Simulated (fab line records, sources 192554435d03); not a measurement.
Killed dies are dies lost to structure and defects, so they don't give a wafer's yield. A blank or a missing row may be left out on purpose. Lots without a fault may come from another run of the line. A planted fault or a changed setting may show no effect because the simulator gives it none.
Chamber matching | flow n5_finfet | N5_BEOL_M2_ETCH_77 on rie_diel-02: 4 sister chambers
The step etches underlayer in N2/H2, target depth 6.5 nm, time 5.2 s. 8 wafers are shown with their chamber, then 8 later ones without.

WAFERS WITH THEIR CHAMBER
wafer  | chamber | throttle_valve_pct (%) | drypump_motor_current_A (A)
L084.3 | 2       | 17.85                  | 5.39
L086.3 | 1       | 18.21                  | 5.87
L086.5 | 0       | 17.74                  | 5.60
L086.6 | 3       | 18.30                  | 5.58
L087.3 | 1       | 18.20                  | 5.86
L087.4 | 0       | 17.72                  | 5.58
L087.5 | 3       | 18.29                  | 5.57
L091.2 | 2       | 17.87                  | 5.39

WAFERS WITHOUT THEIR CHAMBER
wafer  | throttle_valve_pct (%) | drypump_motor_current_A (A)
L091.3 | 17.75                  | 5.61
L091.6 | 18.34                  | 5.57
L095.1 | 18.23                  | 5.87
L095.3 | 18.21                  | 5.88
L095.6 | 18.32                  | 5.58
L096.2 | 18.37                  | 5.56
L096.5 | 18.24                  | 5.86
L096.6 | 17.45                  | 5.45

WHICH CHAMBER EACH WENT THROUGH
wafer  | from the rows above | in truth
L091.3 | 0                   | 0
L091.6 | 3                   | 3
L095.1 | 1                   | 1
L095.3 | 1                   | 1
L095.6 | 3                   | 3
L096.2 | 3                   | 3
L096.5 | 1                   | 1
L096.6 | 0                   | 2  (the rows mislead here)
Placed correctly: 7 of 8. Can't be placed from these rows: 0. Placed wrongly: 1.
How it was worked out, from the rows above alone: a wafer's distance from a chamber is the root of the sum, over the readings, of the square of ((its reading less the chamber's mean) divided by the reading's scatter). The wafer belongs to the nearest chamber; if the next one is less than 2 further off, it can't be placed. A chamber's mean is the mean of its shown wafers. The scatter: the root of (the sum of the squares of (reading less its chamber's mean) over the shown wafers, divided by (wafers less chambers)).
